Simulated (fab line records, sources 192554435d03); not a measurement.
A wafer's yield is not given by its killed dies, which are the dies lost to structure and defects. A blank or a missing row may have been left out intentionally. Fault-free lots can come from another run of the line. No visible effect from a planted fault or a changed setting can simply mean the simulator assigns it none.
One fault seen from 3 desks || flow n5 finfet || only its own numbers are on each desk; what lay behind them is given at the end

## THE DEFECT DESK
What the inspections along the route counted, lot by lot: means of the sampled wafers that have a number. The brackets show how far a lot's mean lies from the usual mean; more than 4 standard deviations puts the lot out of limits, marked OUT.
Columns: A = raw defect count at N5_MOL_CONTACT_COAG_INSPECT_42, usual 232
{"lot": "L761", "first seen here": "day 6 08:11", "A": 198}
{"lot": "L767", "first seen here": "day 7 14:51", "A": 236}
{"lot": "L769", "first seen here": "day 8 03:50", "A": 223}
{"lot": "L773", "first seen here": "day 9 06:26", "A": 202}
{"lot": "L779", "first seen here": "day 10 17:34", "A": 201}
{"lot": "L780", "first seen here": "day 11 01:35", "A": 225}
This desk's finding: nothing out of limits on any of the 6 lots.

## DESK OF THE TOOL OWNER: rie diel-05
The tool's own readings at N5_MOL_CONTACT_COAG_ETCH_124 (etches SiNx in CH3F/O2, stops on SiOC, target depth 6.5 nm): means of the sampled wafers that have a number, for each lot that ran on this tool. The brackets show how far a lot's mean lies from the usual mean; more than 4 standard deviations puts the lot out of limits, marked OUT.
Columns: A = O2_flow_sccm at N5_MOL_CONTACT_COAG_ETCH_124, usual 20.00 sccm; B = drypump motor current A at N5_MOL_CONTACT_COAG_ETCH_124, usual 5.8 A; C = mfc ar sccm at N5_MOL_CONTACT_COAG_ETCH_124, usual 150.0 sccm; D = oes product au at N5_MOL_CONTACT_COAG_ETCH_124, usual 0.68 a.u.; E = rf vpp V at N5_MOL_CONTACT_COAG_ETCH_124, usual 298 V; F = showerhead plenum p Torr at N5_MOL_CONTACT_COAG_ETCH_124, usual 2.01 Torr; G = throttle valve pct at N5_MOL_CONTACT_COAG_ETCH_124, usual 16.27 %
{"lot": "L767", "first seen here": "day 7 15:23", "A": 20.03, "B": 5.3, "C": 150.0, "D": 0.73, "E": 297, "F": 2.06, "G": 16.05}
{"lot": "L769", "first seen here": "day 8 04:46", "A": 19.93, "B": 5.3, "C": 149.6, "D": 0.65, "E": 297, "F": 2.02, "G": 16.11}
{"lot": "L773", "first seen here": "day 9 06:59", "A": 19.93, "B": 5.3, "C": 149.7, "D": 0.66, "E": 296, "F": 2.02, "G": 16.14}
This desk's finding: nothing out of limits on any of the 3 lots.

## THE METROLOGY DESK
Lot by lot, what the gauges showed, no matter which tool ran the lot: averages of those sampled wafers that carry a number. The brackets show how far a lot's mean lies from the usual mean; more than 4 standard deviations puts the lot out of limits, marked OUT. It has 10 readings; the 7 that lie furthest out on some lot are the ones shown.
Columns: A = DIBL_P at N5_BEOL_M4_RC_MEAS_101, usual 36.5 mV/V; B = IOFF_N at N5_BEOL_M4_RC_MEAS_101, usual 0.17 nA/um; C = IOFF_P at N5_BEOL_M4_RC_MEAS_101, usual 0.22 nA/um; D = ION_N at N5_BEOL_M4_RC_MEAS_101, usual 677 uA/um; E = ION_P at N5_BEOL_M4_RC_MEAS_101, usual 463 uA/um; F = VT_N at N5_BEOL_M4_RC_MEAS_101, usual 249 mV; G = VT_P at N5_BEOL_M4_RC_MEAS_101, usual -250 mV
{"lot": "L761", "first seen here": "day 8 21:38", "A": 35.0, "B": 0.14, "C": 0.18, "D": 678, "E": 462, "F": 252, "G": -252}
{"lot": "L767", "first seen here": "day 10 20:49", "A": 35.5, "B": 0.18, "C": 0.20, "D": 666, "E": 450, "F": 250, "G": -252}
{"lot": "L769", "first seen here": "day 11 03:25", "A": 36.0, "B": 0.18, "C": 0.23, "D": 674, "E": 462, "F": 248, "G": -248}
{"lot": "L773", "first seen here": "day 12 07:46", "A": 36.6, "B": 0.15, "C": 0.21, "D": 674, "E": 462, "F": 250, "G": -250}
{"lot": "L779", "first seen here": "day 14 01:14", "A": 39.1, "B": 0.21, "C": 0.29, "D": 684, "E": 473, "F": 244, "G": -244}
{"lot": "L780", "first seen here": "day 14 23:02", "A": 35.3, "B": 0.15, "C": 0.21, "D": 661, "E": 457, "F": 253, "G": -251}
This desk's finding: nothing out of limits on any of the 6 lots.

## PUT TOGETHER
Nothing out of limits was seen by the defect desk.
Nothing out of limits was seen by the tool owner's desk.
The metrology desk saw nothing out of limits.

## WHAT WAS PUT IN BY THE SIMULATOR
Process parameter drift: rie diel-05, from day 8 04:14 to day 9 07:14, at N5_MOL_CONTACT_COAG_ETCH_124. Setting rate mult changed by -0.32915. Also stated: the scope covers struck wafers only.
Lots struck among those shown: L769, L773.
